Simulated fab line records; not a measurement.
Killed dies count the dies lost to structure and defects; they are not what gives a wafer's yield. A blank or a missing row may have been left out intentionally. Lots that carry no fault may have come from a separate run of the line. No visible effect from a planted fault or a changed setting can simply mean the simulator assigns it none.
fab line records :: flow nand_harc
record
  lots=13
  wafers=39
  last_day=33
route steps=1302 shown A_SLIT@933 A_WL_FILL@953
lots that met no fault: taken from a fault-free run of the same line
start_h: hours from the record's opening day to when the first of the lot's shown wafers began :: wait_h: hours from the lot's prior step to this one :: " same as the row above :: L1.1+2: a row that stands for several wafers :: - no value present, or no start provided :: * or withheld: withheld :: < > ~ a bound
route shown NAME@n: NAME is a module with steps in the file, n the number in the route of the first one :: usual: mean/standard deviation taken from wafers without a fault :: same: alike in all rows :: chamber/n: place in a boat :: sites: the reading at each site :: _std_site: standard deviation of those values :: _edge_site: outer sites' mean less inner sites' :: radius_mm: how far each site lies from the wafer's centre :: mask NAME#n: copy n :: behind: the most recent tool/chamber to have shaped the wafer :: hold: reason for holding the lot/hours on hold/outcome of the hold :: device: the transistor (n, p or np) that didn't switch :: end of line: at the end of the route, the tests of the same wafers :: a step with no rows: only its recipe :: killed: the dies lost at the first sort to structure and to defects; this is not the yield of the wafer :: map: a wafer's dies, x killed, . not, _ none there
set.NAME: the setting the step ran with; set.NAME@STEP: the setting that earlier step ran with :: model.NAME: the simulator's own value behind a step, which no gauge read
one table for each step of the route and one row for each wafer, over a sample of lots
services: the hour from which a tool's chamber was out of use, counted from the record's first day as start_h (under 0 if before that day), plus the number of hours and why
## steps
# step NHARC_A_SLIT_CD_MEAS_09
# recipe
  target_cd_nm=300
  landing_energy_ev=500
# usual
  cd_nm=299.8/0.71
lot.wafer: L598.2
tool: cd_sem-02
chamber: 0
start_h: 452.30
wait_h: -
cd_nm: 300.7

lot.wafer: L598.4
tool: cd_sem-02
chamber: 0
start_h: 452.30
wait_h: -
cd_nm: 300.3

lot.wafer: L598.6
tool: cd_sem-02
chamber: 0
start_h: 452.30
wait_h: -
cd_nm: 299.1

lot.wafer: L597.1
tool: cd_sem-02
chamber: 0
start_h: 461.52
wait_h: -
cd_nm: 300.2

lot.wafer: L597.3
tool: cd_sem-02
chamber: 0
start_h: 461.52
wait_h: -
cd_nm: 300.4

lot.wafer: L597.6
tool: cd_sem-02
chamber: 0
start_h: 461.52
wait_h: -
cd_nm: 298.1

lot.wafer: L604.1
tool: cd_sem-01
chamber: 0
start_h: 536.56
wait_h: -
cd_nm: 298.9

lot.wafer: L604.4
tool: cd_sem-01
chamber: 0
start_h: 536.56
wait_h: -
cd_nm: 299.9

lot.wafer: L604.5
tool: cd_sem-01
chamber: 0
start_h: 536.56
wait_h: -
cd_nm: 300.5

lot.wafer: L606.2
tool: cd_sem-02
chamber: 0
start_h: 536.71
wait_h: -
cd_nm: 300.1

lot.wafer: L606.3
tool: cd_sem-02
chamber: 0
start_h: 536.71
wait_h: -
cd_nm: 299.7

lot.wafer: L606.6
tool: cd_sem-02
chamber: 0
start_h: 536.71
wait_h: -
cd_nm: 299.7

lot.wafer: L607.1
tool: cd_sem-02
chamber: 0
start_h: 557.70
wait_h: -
cd_nm: 300.1

lot.wafer: L607.5
tool: cd_sem-02
chamber: 0
start_h: 557.70
wait_h: -
cd_nm: 299.8

lot.wafer: L607.6
tool: cd_sem-02
chamber: 0
start_h: 557.70
wait_h: -
cd_nm: 298.2

lot.wafer: L608.2
tool: cd_sem-03
chamber: 0
start_h: 562.18
wait_h: -
cd_nm: 299.2

lot.wafer: L608.3
tool: cd_sem-03
chamber: 0
start_h: 562.18
wait_h: -
cd_nm: 298.2

lot.wafer: L608.6
tool: cd_sem-03
chamber: 0
start_h: 562.18
wait_h: -
cd_nm: 299.9

lot.wafer: L609.1
tool: cd_sem-03
chamber: 0
start_h: 571.14
wait_h: -
cd_nm: 298.8

lot.wafer: L609.3
tool: cd_sem-03
chamber: 0
start_h: 571.14
wait_h: -
cd_nm: 299.4

lot.wafer: L609.5
tool: cd_sem-03
chamber: 0
start_h: 571.14
wait_h: -
cd_nm: 299.5

lot.wafer: L615.1
tool: cd_sem-03
chamber: 0
start_h: 628.93
wait_h: -
cd_nm: 299.2

lot.wafer: L615.2
tool: cd_sem-03
chamber: 0
start_h: 628.93
wait_h: -
cd_nm: 299.1

lot.wafer: L615.4
tool: cd_sem-03
chamber: 0
start_h: 628.93
wait_h: -
cd_nm: 300.0

lot.wafer: L613.2
tool: cd_sem-03
chamber: 0
start_h: 629.69
wait_h: -
cd_nm: 300.4

lot.wafer: L613.3
tool: cd_sem-03
chamber: 0
start_h: 629.69
wait_h: -
cd_nm: 298.8

lot.wafer: L613.6
tool: cd_sem-03
chamber: 0
start_h: 629.69
wait_h: -
cd_nm: 300.7

lot.wafer: L617.2
tool: cd_sem-02
chamber: 0
start_h: 651.72
wait_h: -
cd_nm: 300.0

lot.wafer: L617.3
tool: cd_sem-02
chamber: 0
start_h: 651.72
wait_h: -
cd_nm: 300.4

lot.wafer: L617.5
tool: cd_sem-02
chamber: 0
start_h: 651.72
wait_h: -
cd_nm: 299.3

lot.wafer: L618.3
tool: cd_sem-03
chamber: 0
start_h: 669.76
wait_h: -
cd_nm: 299.2

lot.wafer: L618.4
tool: cd_sem-03
chamber: 0
start_h: 669.76
wait_h: -
cd_nm: 298.0

lot.wafer: L618.5
tool: cd_sem-03
chamber: 0
start_h: 669.76
wait_h: -
cd_nm: 298.0

lot.wafer: L619.2
tool: cd_sem-01
chamber: 0
start_h: 669.93
wait_h: -
cd_nm: 299.5

lot.wafer: L619.3
tool: cd_sem-01
chamber: 0
start_h: 669.93
wait_h: -
cd_nm: 300.3

lot.wafer: L619.5
tool: cd_sem-01
chamber: 0
start_h: 669.93
wait_h: -
cd_nm: 300.8

lot.wafer: L620.2
tool: cd_sem-02
chamber: 0
start_h: 685.56
wait_h: -
cd_nm: 300.9

lot.wafer: L620.3
tool: cd_sem-02
chamber: 0
start_h: 685.56
wait_h: -
cd_nm: 301.2

lot.wafer: L620.5
tool: cd_sem-02
chamber: 0
start_h: 685.56
wait_h: -
cd_nm: 300.6
# step NHARC_A_WL_FILL_RTA_01
# recipe
  temp_c=1000
  time_s=5
# usual
  lamp_power_pct=30.2/0.62
  wafer_temp_C_max=1005.3/1.5
lot.wafer: L598.2
tool: rtp_anneal-02
chamber: 0
start_h: 465.78
wait_h: -
lamp_power_pct: 30.9
wafer_temp_C_max: 1005.7

lot.wafer: L598.4
tool: rtp_anneal-02
chamber: 0
start_h: 465.78
wait_h: -
lamp_power_pct: 30.9
wafer_temp_C_max: 1006.8

lot.wafer: L598.6
tool: rtp_anneal-02
chamber: 0
start_h: 465.78
wait_h: -
lamp_power_pct: 30.9
wafer_temp_C_max: 1006.9

lot.wafer: L597.1
tool: rtp_anneal-01
chamber: 0
start_h: 476.62
wait_h: 0.2
lamp_power_pct: 29.7
wafer_temp_C_max: 1005.3

lot.wafer: L597.3
tool: rtp_anneal-01
chamber: 0
start_h: 476.62
wait_h: 0.2
lamp_power_pct: 29.7
wafer_temp_C_max: 1003.7

lot.wafer: L597.6
tool: rtp_anneal-01
chamber: 0
start_h: 476.62
wait_h: 0.2
lamp_power_pct: 29.7
wafer_temp_C_max: 1004.0

lot.wafer: L606.2
tool: rtp_anneal-02
chamber: 0
start_h: 550.07
wait_h: -
lamp_power_pct: 30.9
wafer_temp_C_max: 1006.5

lot.wafer: L606.3
tool: rtp_anneal-02
chamber: 0
start_h: 550.07
wait_h: -
lamp_power_pct: 31.0
wafer_temp_C_max: 1004.6

lot.wafer: L606.6
tool: rtp_anneal-02
chamber: 0
start_h: 550.07
wait_h: -
lamp_power_pct: 30.9
wafer_temp_C_max: 1008.9

lot.wafer: L604.1
tool: rtp_anneal-01
chamber: 0
start_h: 550.10
wait_h: -
lamp_power_pct: 29.7
wafer_temp_C_max: 1005.4

lot.wafer: L604.4
tool: rtp_anneal-01
chamber: 0
start_h: 550.10
wait_h: -
lamp_power_pct: 29.7
wafer_temp_C_max: 1003.5

lot.wafer: L604.5
tool: rtp_anneal-01
chamber: 0
start_h: 550.10
wait_h: -
lamp_power_pct: 29.7
wafer_temp_C_max: 1006.3

lot.wafer: L607.1
tool: rtp_anneal-01
chamber: 0
start_h: 571.24
wait_h: -
lamp_power_pct: 29.6
wafer_temp_C_max: 1004.1

lot.wafer: L607.5
tool: rtp_anneal-01
chamber: 0
start_h: 571.24
wait_h: -
lamp_power_pct: 29.6
wafer_temp_C_max: 1004.3

lot.wafer: L607.6
tool: rtp_anneal-01
chamber: 0
start_h: 571.24
wait_h: -
lamp_power_pct: 29.6
wafer_temp_C_max: 1003.7

lot.wafer: L608.2
tool: rtp_anneal-02
chamber: 0
start_h: 575.66
wait_h: -
lamp_power_pct: 30.9
wafer_temp_C_max: 1007.7

lot.wafer: L608.3
tool: rtp_anneal-02
chamber: 0
start_h: 575.66
wait_h: -
lamp_power_pct: 31.0
wafer_temp_C_max: 1008.9

lot.wafer: L608.6
tool: rtp_anneal-02
chamber: 0
start_h: 575.66
wait_h: -
lamp_power_pct: 30.9
wafer_temp_C_max: 1006.6

lot.wafer: L609.1
tool: rtp_anneal-02
chamber: 0
start_h: 584.98
wait_h: -
lamp_power_pct: 30.9
wafer_temp_C_max: 1009.5

lot.wafer: L609.3
tool: rtp_anneal-02
chamber: 0
start_h: 584.98
wait_h: -
lamp_power_pct: 30.9
wafer_temp_C_max: 1005.1

lot.wafer: L609.5
tool: rtp_anneal-02
chamber: 0
start_h: 584.98
wait_h: -
lamp_power_pct: 31.0
wafer_temp_C_max: 1005.1

lot.wafer: L615.1
tool: rtp_anneal-02
chamber: 0
start_h: 642.76
wait_h: -
lamp_power_pct: 31.0
wafer_temp_C_max: 1007.1

lot.wafer: L615.2
tool: rtp_anneal-02
chamber: 0
start_h: 642.76
wait_h: -
lamp_power_pct: 30.9
wafer_temp_C_max: 1008.5

lot.wafer: L615.4
tool: rtp_anneal-02
chamber: 0
start_h: 642.76
wait_h: -
lamp_power_pct: 31.0
wafer_temp_C_max: 1007.2

lot.wafer: L613.2
tool: rtp_anneal-01
chamber: 0
start_h: 642.92
wait_h: 0.4
lamp_power_pct: 29.7
wafer_temp_C_max: 1002.6

lot.wafer: L613.3
tool: rtp_anneal-01
chamber: 0
start_h: 642.92
wait_h: 0.4
lamp_power_pct: 29.7
wafer_temp_C_max: 1004.5

lot.wafer: L613.6
tool: rtp_anneal-01
chamber: 0
start_h: 642.92
wait_h: 0.4
lamp_power_pct: 29.7
wafer_temp_C_max: 1004.6

lot.wafer: L617.2
tool: rtp_anneal-02
chamber: 0
start_h: 665.14
wait_h: -
lamp_power_pct: 30.9
wafer_temp_C_max: 1008.4

lot.wafer: L617.3
tool: rtp_anneal-02
chamber: 0
start_h: 665.14
wait_h: -
lamp_power_pct: 31.0
wafer_temp_C_max: 1004.9

lot.wafer: L617.5
tool: rtp_anneal-02
chamber: 0
start_h: 665.14
wait_h: -
lamp_power_pct: 30.9
wafer_temp_C_max: 1006.7

lot.wafer: L618.3
tool: rtp_anneal-01
chamber: 0
start_h: 683.29
wait_h: -
lamp_power_pct: 29.6
wafer_temp_C_max: 1003.6

lot.wafer: L618.4
tool: rtp_anneal-01
chamber: 0
start_h: 683.29
wait_h: -
lamp_power_pct: 29.6
wafer_temp_C_max: 1004.4

lot.wafer: L618.5
tool: rtp_anneal-01
chamber: 0
start_h: 683.29
wait_h: -
lamp_power_pct: 29.6
wafer_temp_C_max: 1005.9

lot.wafer: L619.2
tool: rtp_anneal-01
chamber: 0
start_h: 683.43
wait_h: -
lamp_power_pct: 29.7
wafer_temp_C_max: 1006.6

lot.wafer: L619.3
tool: rtp_anneal-01
chamber: 0
start_h: 683.43
wait_h: -
lamp_power_pct: 29.7
wafer_temp_C_max: 1002.7

lot.wafer: L619.5
tool: rtp_anneal-01
chamber: 0
start_h: 683.43
wait_h: -
lamp_power_pct: 29.7
wafer_temp_C_max: 1005.9

lot.wafer: L620.2
tool: rtp_anneal-02
chamber: 0
start_h: 698.85
wait_h: -
lamp_power_pct: 30.9
wafer_temp_C_max: 1007.6

lot.wafer: L620.3
tool: rtp_anneal-02
chamber: 0
start_h: 698.85
wait_h: -
lamp_power_pct: 30.9
wafer_temp_C_max: 1005.7

lot.wafer: L620.5
tool: rtp_anneal-02
chamber: 0
start_h: 698.85
wait_h: -
lamp_power_pct: 30.9
wafer_temp_C_max: 1006.9
# step NHARC_A_WL_FILL_ALD_02
# recipe
  target_thk_a=20
  pulse_time_s=3
  ald_cycles=100
  temp_c=450
  material=TiN
# usual
  heater_power_w=1101/100
  precursor_pulse_height_rel=1.000/0.02
lot.wafer: L598.4
tool: ald_metal-02
chamber: 3
start_h: 465.97
wait_h: 0.1
heater_power_w: 1177
precursor_pulse_height_rel: 1.008
since_wet_clean_h: 24

lot.wafer: L598.2
tool: ald_metal-02
chamber: 1
start_h: 465.97
wait_h: 0.1
heater_power_w: 943
precursor_pulse_height_rel: 0.988
since_wet_clean_h: 24

lot.wafer: L598.6
tool: ald_metal-02
chamber: 0
start_h: 465.97
wait_h: 0.1
heater_power_w: 1124
precursor_pulse_height_rel: 0.953
since_wet_clean_h: -

lot.wafer: L597.1
tool: ald_metal-02
chamber: 0
start_h: 476.87
wait_h: 0.2
heater_power_w: 1113
precursor_pulse_height_rel: 0.997
since_wet_clean_h: 35

lot.wafer: L597.3
tool: ald_metal-02
chamber: 2
start_h: 476.87
wait_h: 0.2
heater_power_w: 1199
precursor_pulse_height_rel: 1.002
since_wet_clean_h: 35

lot.wafer: L597.6
tool: ald_metal-02
chamber: 3
start_h: 476.87
wait_h: 0.2
heater_power_w: 1159
precursor_pulse_height_rel: 1.023
since_wet_clean_h: -

lot.wafer: L606.2
tool: ald_metal-03
chamber: 0
start_h: 550.29
wait_h: 0.2
heater_power_w: 915
precursor_pulse_height_rel: 1.000
since_wet_clean_h: 150

lot.wafer: L606.3
tool: ald_metal-03
chamber: 2
start_h: 550.29
wait_h: 0.2
heater_power_w: 1141
precursor_pulse_height_rel: 0.997
since_wet_clean_h: 150

lot.wafer: L606.6
tool: ald_metal-03
chamber: 0
start_h: 550.29
wait_h: 0.2
heater_power_w: 918
precursor_pulse_height_rel: 1.003
since_wet_clean_h: -

lot.wafer: L604.1
tool: ald_metal-01
chamber: 2
start_h: 550.36
wait_h: 0.2
heater_power_w: 996
precursor_pulse_height_rel: 0.984
since_wet_clean_h: 14

lot.wafer: L604.4
tool: ald_metal-01
chamber: 0
start_h: 550.36
wait_h: 0.2
heater_power_w: 1040
precursor_pulse_height_rel: 0.967
since_wet_clean_h: 15

lot.wafer: L604.5
tool: ald_metal-01
chamber: 1
start_h: 550.36
wait_h: 0.2
heater_power_w: 1184
precursor_pulse_height_rel: 1.016
since_wet_clean_h: -

lot.wafer: L607.1
tool: ald_metal-02
chamber: 1
start_h: 571.47
wait_h: 0.2
heater_power_w: 971
precursor_pulse_height_rel: 1.000
since_wet_clean_h: 130

lot.wafer: L607.5
tool: ald_metal-02
chamber: 1
start_h: 571.47
wait_h: 0.2
heater_power_w: 962
precursor_pulse_height_rel: 1.017
since_wet_clean_h: -

lot.wafer: L607.6
tool: ald_metal-02
chamber: 2
start_h: 571.47
wait_h: 0.2
heater_power_w: 1216
precursor_pulse_height_rel: 0.995
since_wet_clean_h: -

lot.wafer: L608.2
tool: ald_metal-02
chamber: 0
start_h: 575.84
wait_h: 0.2
heater_power_w: 1171
precursor_pulse_height_rel: 0.990
since_wet_clean_h: 134

lot.wafer: L608.3
tool: ald_metal-02
chamber: 1
start_h: 575.84
wait_h: 0.2
heater_power_w: 972
precursor_pulse_height_rel: 0.978
since_wet_clean_h: 134

lot.wafer: L608.6
tool: ald_metal-02
chamber: 0
start_h: 575.84
wait_h: 0.2
heater_power_w: 1173
precursor_pulse_height_rel: 0.992
since_wet_clean_h: -

lot.wafer: L609.1
tool: ald_metal-03
chamber: 1
start_h: 585.20
wait_h: 0.2
heater_power_w: 1198
precursor_pulse_height_rel: 1.018
since_wet_clean_h: 7

lot.wafer: L609.3
tool: ald_metal-03
chamber: 0
start_h: 585.20
wait_h: 0.2
heater_power_w: 922
precursor_pulse_height_rel: 0.983
since_wet_clean_h: 7

lot.wafer: L609.5
tool: ald_metal-03
chamber: 1
start_h: 585.20
wait_h: 0.2
heater_power_w: 1210
precursor_pulse_height_rel: 1.038
since_wet_clean_h: -

lot.wafer: L615.4
tool: ald_metal-02
chamber: 3
start_h: 642.98
wait_h: 0.1
heater_power_w: 1148
precursor_pulse_height_rel: 0.998
since_wet_clean_h: 23

lot.wafer: L615.2
tool: ald_metal-02
chamber: 1
start_h: 642.98
wait_h: 0.1
heater_power_w: 998
precursor_pulse_height_rel: 0.975
since_wet_clean_h: 23

lot.wafer: L615.1
tool: ald_metal-02
chamber: 2
start_h: 642.98
wait_h: 0.1
heater_power_w: 1220
precursor_pulse_height_rel: 0.973
since_wet_clean_h: 23

lot.wafer: L613.2
tool: ald_metal-03
chamber: 1
start_h: 643.15
wait_h: 0.2
heater_power_w: 1234
precursor_pulse_height_rel: 0.972
since_wet_clean_h: 65

lot.wafer: L613.3
tool: ald_metal-03
chamber: 3
start_h: 643.15
wait_h: 0.2
heater_power_w: 1144
precursor_pulse_height_rel: 0.982
since_wet_clean_h: 65

lot.wafer: L613.6
tool: ald_metal-03
chamber: 1
start_h: 643.15
wait_h: 0.2
heater_power_w: 1223
precursor_pulse_height_rel: 0.968
since_wet_clean_h: -

lot.wafer: L617.2
tool: ald_metal-03
chamber: 1
start_h: 665.32
wait_h: 0.2
heater_power_w: 1227
precursor_pulse_height_rel: 0.995
since_wet_clean_h: 87

lot.wafer: L617.3
tool: ald_metal-03
chamber: 0
start_h: 665.32
wait_h: 0.2
heater_power_w: 924
precursor_pulse_height_rel: 1.007
since_wet_clean_h: 88

lot.wafer: L617.5
tool: ald_metal-03
chamber: 2
start_h: 665.32
wait_h: 0.2
heater_power_w: 1139
precursor_pulse_height_rel: 1.009
since_wet_clean_h: -

lot.wafer: L618.4
tool: ald_metal-01
chamber: 3
start_h: 683.49
wait_h: 0.1
heater_power_w: 1053
precursor_pulse_height_rel: 0.994
since_wet_clean_h: 148

lot.wafer: L618.3
tool: ald_metal-01
chamber: 1
start_h: 683.49
wait_h: 0.1
heater_power_w: 1140
precursor_pulse_height_rel: 1.018
since_wet_clean_h: 148

lot.wafer: L618.5
tool: ald_metal-01
chamber: 3
start_h: 683.49
wait_h: 0.1
heater_power_w: 1058
precursor_pulse_height_rel: 0.981
since_wet_clean_h: -

lot.wafer: L619.2
tool: ald_metal-02
chamber: 1
start_h: 683.62
wait_h: 0.2
heater_power_w: 970
precursor_pulse_height_rel: 1.015
since_wet_clean_h: 64

lot.wafer: L619.3
tool: ald_metal-02
chamber: 0
start_h: 683.62
wait_h: 0.2
heater_power_w: 1133
precursor_pulse_height_rel: 0.987
since_wet_clean_h: 64

lot.wafer: L619.5
tool: ald_metal-02
chamber: 2
start_h: 683.62
wait_h: 0.2
heater_power_w: 1220
precursor_pulse_height_rel: 1.016
since_wet_clean_h: -

lot.wafer: L620.3
tool: ald_metal-03
chamber: 0
start_h: 699.04
wait_h: 0.1
heater_power_w: 889
precursor_pulse_height_rel: 1.056
since_wet_clean_h: 121

lot.wafer: L620.2
tool: ald_metal-03
chamber: 1
start_h: 699.04
wait_h: 0.1
heater_power_w: 1237
precursor_pulse_height_rel: 1.014
since_wet_clean_h: 121

lot.wafer: L620.5
tool: ald_metal-03
chamber: 1
start_h: 699.04
wait_h: 0.1
heater_power_w: 1192
precursor_pulse_height_rel: 1.026
since_wet_clean_h: -
# step NHARC_A_WL_FILL_ETCHBACK_17
# recipe
  target_depth_a=40
  time_s=26.7
  chemistry=Cl2/BCl3
# usual
  drypump_motor_current_A=5.70/0.21
  oes_product_au=1.008/0.0078
  run_length_s=48.1/0.42
lot.wafer: L598.2
tool: rie_metal-03
chamber: 0
start_h: 478.49
wait_h: -
drypump_motor_current_A: 5.88
oes_product_au: 1.009
rf_hours_counter_h: 2.3
run_length_s: 47.9

lot.wafer: L598.4
tool: rie_metal-03
chamber: 1
start_h: 478.49
wait_h: -
drypump_motor_current_A: 5.91
oes_product_au: 0.997
rf_hours_counter_h: -
run_length_s: 47.7

lot.wafer: L598.6
tool: rie_metal-03
chamber: 0
start_h: 478.49
wait_h: -
drypump_motor_current_A: 5.89
oes_product_au: 1.014
rf_hours_counter_h: -
run_length_s: 48.4

lot.wafer: L597.1
tool: rie_metal-03
chamber: 1
start_h: 491.63
wait_h: -
drypump_motor_current_A: 5.89
oes_product_au: 0.998
rf_hours_counter_h: 2.4
run_length_s: 47.6

lot.wafer: L597.3
tool: rie_metal-03
chamber: 0
start_h: 491.63
wait_h: -
drypump_motor_current_A: 5.90
oes_product_au: 0.997
rf_hours_counter_h: -
run_length_s: 48.0

lot.wafer: L597.6
tool: rie_metal-03
chamber: 1
start_h: 491.63
wait_h: -
drypump_motor_current_A: 5.91
oes_product_au: 1.004
rf_hours_counter_h: -
run_length_s: 47.7

lot.wafer: L606.2
tool: rie_metal-03
chamber: 1
start_h: 561.20
wait_h: -
drypump_motor_current_A: 5.91
oes_product_au: 0.992
rf_hours_counter_h: 0.7
run_length_s: 47.7

lot.wafer: L606.3
tool: rie_metal-03
chamber: 0
start_h: 561.20
wait_h: -
drypump_motor_current_A: 5.86
oes_product_au: 1.003
rf_hours_counter_h: -
run_length_s: 34.7

lot.wafer: L606.6
tool: rie_metal-03
chamber: 1
start_h: 561.20
wait_h: -
drypump_motor_current_A: 5.91
oes_product_au: 0.991
rf_hours_counter_h: -
run_length_s: 47.5

lot.wafer: L604.1
tool: rie_metal-01
chamber: 0
start_h: 561.59
wait_h: -
drypump_motor_current_A: 5.40
oes_product_au: 1.010
rf_hours_counter_h: 2.5
run_length_s: 48.1

lot.wafer: L604.4
tool: rie_metal-01
chamber: 0
start_h: 561.59
wait_h: -
drypump_motor_current_A: 5.38
oes_product_au: 0.998
rf_hours_counter_h: -
run_length_s: 48.4

lot.wafer: L604.5
tool: rie_metal-01
chamber: 0
start_h: 561.59
wait_h: -
drypump_motor_current_A: 5.39
oes_product_au: 1.004
rf_hours_counter_h: -
run_length_s: 48.1

lot.wafer: L607.1
tool: rie_metal-03
chamber: 1
start_h: 582.45
wait_h: -
drypump_motor_current_A: 5.91
oes_product_au: 1.009
rf_hours_counter_h: 1.2
run_length_s: 47.6

lot.wafer: L607.6
tool: rie_metal-03
chamber: 0
start_h: 582.45
wait_h: -
drypump_motor_current_A: 5.85
oes_product_au: 1.011
rf_hours_counter_h: -
run_length_s: 34.6

lot.wafer: L607.5
tool: rie_metal-03
chamber: 1
start_h: 582.45
wait_h: -
drypump_motor_current_A: 5.89
oes_product_au: 0.997
rf_hours_counter_h: -
run_length_s: 47.4

lot.wafer: L608.2
tool: rie_metal-02
chamber: 1
start_h: 587.66
wait_h: -
drypump_motor_current_A: 5.59
oes_product_au: 1.019
rf_hours_counter_h: 2.3
run_length_s: 47.4

lot.wafer: L608.3
tool: rie_metal-02
chamber: 1
start_h: 587.66
wait_h: -
drypump_motor_current_A: 5.54
oes_product_au: 1.020
rf_hours_counter_h: -
run_length_s: 47.4

lot.wafer: L608.6
tool: rie_metal-02
chamber: 0
start_h: 587.66
wait_h: -
drypump_motor_current_A: 5.56
oes_product_au: 1.016
rf_hours_counter_h: -
run_length_s: 48.3

lot.wafer: L609.1
tool: rie_metal-01
chamber: 1
start_h: 599.32
wait_h: -
drypump_motor_current_A: 5.88
oes_product_au: 1.002
rf_hours_counter_h: 0.2
run_length_s: 48.1

lot.wafer: L609.3
tool: rie_metal-01
chamber: 0
start_h: 599.32
wait_h: -
drypump_motor_current_A: 5.38
oes_product_au: 1.002
rf_hours_counter_h: -
run_length_s: 48.1

lot.wafer: L609.5
tool: rie_metal-01
chamber: 1
start_h: 599.32
wait_h: -
drypump_motor_current_A: 5.86
oes_product_au: 1.003
rf_hours_counter_h: -
run_length_s: 48.2

lot.wafer: L615.2
tool: rie_metal-03
chamber: 1
start_h: 653.98
wait_h: -
drypump_motor_current_A: 5.93
oes_product_au: 1.001
rf_hours_counter_h: 2.6
run_length_s: 47.8

lot.wafer: L615.1
tool: rie_metal-03
chamber: 0
start_h: 653.98
wait_h: -
drypump_motor_current_A: 5.89
oes_product_au: 0.999
rf_hours_counter_h: 2.6
run_length_s: 48.0

lot.wafer: L615.4
tool: rie_metal-03
chamber: 1
start_h: 653.98
wait_h: -
drypump_motor_current_A: 5.93
oes_product_au: 1.003
rf_hours_counter_h: -
run_length_s: 47.5

lot.wafer: L613.2
tool: rie_metal-01
chamber: 1
start_h: 655.16
wait_h: -
drypump_motor_current_A: 5.91
oes_product_au: 1.021
rf_hours_counter_h: 0.9
run_length_s: 48.1

lot.wafer: L613.3
tool: rie_metal-01
chamber: 1
start_h: 655.16
wait_h: -
drypump_motor_current_A: 5.89
oes_product_au: 1.005
rf_hours_counter_h: -
run_length_s: 48.5

lot.wafer: L613.6
tool: rie_metal-01
chamber: 1
start_h: 655.16
wait_h: -
drypump_motor_current_A: 5.89
oes_product_au: 1.009
rf_hours_counter_h: -
run_length_s: 48.2

lot.wafer: L617.2
tool: rie_metal-03
chamber: 0
start_h: 678.06
wait_h: -
drypump_motor_current_A: 5.89
oes_product_au: 0.999
rf_hours_counter_h: 2.9
run_length_s: 48.0

lot.wafer: L617.3
tool: rie_metal-03
chamber: 0
start_h: 678.06
wait_h: -
drypump_motor_current_A: 5.91
oes_product_au: 0.993
rf_hours_counter_h: -
run_length_s: 47.9

lot.wafer: L617.5
tool: rie_metal-03
chamber: 0
start_h: 678.06
wait_h: -
drypump_motor_current_A: 5.91
oes_product_au: 0.994
rf_hours_counter_h: -
run_length_s: 48.4

lot.wafer: L618.4
tool: rie_metal-01
chamber: 1
start_h: 694.69
wait_h: -
drypump_motor_current_A: 5.89
oes_product_au: 1.019
rf_hours_counter_h: -
run_length_s: 48.2

lot.wafer: L618.3
tool: rie_metal-01
chamber: 0
start_h: 694.69
wait_h: -
drypump_motor_current_A: 5.38
oes_product_au: 1.008
rf_hours_counter_h: -
run_length_s: 48.7

lot.wafer: L618.5
tool: rie_metal-01
chamber: 1
start_h: 694.69
wait_h: -
drypump_motor_current_A: 5.91
oes_product_au: 1.024
rf_hours_counter_h: -
run_length_s: 48.1

lot.wafer: L619.2
tool: rie_metal-02
chamber: 0
start_h: 694.78
wait_h: -
drypump_motor_current_A: 5.58
oes_product_au: 1.006
rf_hours_counter_h: 1.3
run_length_s: 48.4

lot.wafer: L619.3
tool: rie_metal-02
chamber: 1
start_h: 694.78
wait_h: -
drypump_motor_current_A: 5.56
oes_product_au: 1.018
rf_hours_counter_h: -
run_length_s: 47.6

lot.wafer: L619.5
tool: rie_metal-02
chamber: 0
start_h: 694.78
wait_h: -
drypump_motor_current_A: 5.57
oes_product_au: 1.013
rf_hours_counter_h: -
run_length_s: 48.5

lot.wafer: L620.2
tool: rie_metal-03
chamber: 1
start_h: 710.47
wait_h: -
drypump_motor_current_A: 5.91
oes_product_au: 1.002
rf_hours_counter_h: 0
run_length_s: 48.1

lot.wafer: L620.3
tool: rie_metal-03
chamber: 0
start_h: 710.47
wait_h: -
drypump_motor_current_A: 5.91
oes_product_au: 1.009
rf_hours_counter_h: -
run_length_s: 48.0

lot.wafer: L620.5
tool: rie_metal-03
chamber: 0
start_h: 710.47
wait_h: -
drypump_motor_current_A: 5.93
oes_product_au: 0.998
rf_hours_counter_h: -
run_length_s: 48.0
## services
tool: ald_metal-03
chamber: 2
start_h: 450.07
hours: 5.8
kind: repair

tool: rie_metal-02
chamber: -
start_h: 454.24
hours: 9.0
kind: pm

tool: rie_metal-03
chamber: -
start_h: 519.00
hours: 9.0
kind: pm

tool: rie_metal-03
chamber: 0
start_h: 519.00
hours: 9.0
kind: vent_cycle

tool: rie_metal-03
chamber: 1
start_h: 519.00
hours: 9.0
kind: vent_cycle

tool: ald_metal-02
chamber: 0
start_h: 522.65
hours: 3.6
kind: repair

tool: ald_metal-01
chamber: -
start_h: 526.00
hours: 10.0
kind: pm

tool: rie_metal-03
chamber: 0
start_h: 528.00
hours: -
kind: clean

tool: rie_metal-03
chamber: 1
start_h: 528.00
hours: -
kind: clean

tool: rie_metal-01
chamber: -
start_h: 547.31
hours: 0.5
kind: repair

tool: ald_metal-03
chamber: -
start_h: 568.00
hours: 10.0
kind: pm

tool: rie_metal-01
chamber: -
start_h: 575.00
hours: 9.0
kind: pm

tool: ald_metal-03
chamber: 3
start_h: 582.08
hours: 16.2
kind: repair

tool: ald_metal-03
chamber: 1
start_h: 608.79
hours: 4.2
kind: repair

tool: ald_metal-02
chamber: -
start_h: 610.00
hours: 10.0
kind: pm

tool: ald_metal-01
chamber: -
start_h: 628.56
hours: 1.7
kind: repair

tool: rie_metal-02
chamber: -
start_h: 631.24
hours: 9.0
kind: pm

tool: rie_metal-01
chamber: 1
start_h: 632.83
hours: 2.0
kind: repair

tool: ald_metal-02
chamber: 3
start_h: 695.44
hours: 8.1
kind: repair

tool: rie_metal-03
chamber: -
start_h: 696.00
hours: 9.0
kind: pm

tool: rie_metal-03
chamber: 0
start_h: 696.00
hours: 9.0
kind: vent_cycle

tool: rie_metal-03
chamber: 1
start_h: 696.00
hours: 9.0
kind: vent_cycle

tool: ald_metal-01
chamber: 3
start_h: 698.06
hours: 34.4
kind: repair

tool: ald_metal-01
chamber: -
start_h: 704.00
hours: 10.0
kind: pm
## key
first_sign
  step=NHARC_A_WL_FILL_ETCHBACK_17
  reading=run_length_s
  direction=down
  sigmas=32
  usual=*
  struck=*
effect none on later readings
met_at NHARC_A_WL_FILL_ETCHBACK_17
struck_lots L606,L607
struck_wafers L606.3,L607.6
tester_left_out L606,L607
not_acting_at NHARC_A_SLIT_CD_MEAS_09,NHARC_A_WL_FILL_RTA_01,NHARC_A_WL_FILL_ALD_02
onset_between 491.63 561.20
fault
  kind=process_parameter_drift
  tool=rie_metal-03
  chamber=0
  onset_h=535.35
  steps=NHARC_A_WL_FILL_ETCHBACK_17
  channel=time_s
  offset=*
  shape=step
  end_h=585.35
  acts_in=*
  stated=*
# tester_left_out: of these lots the tester's yield and bins aren't shown, on N5 and GAA mostly nor the transistor test; their killed dies are dies lost to structure and defects alone, not to doping, threshold or leakage, so they don't give the yield
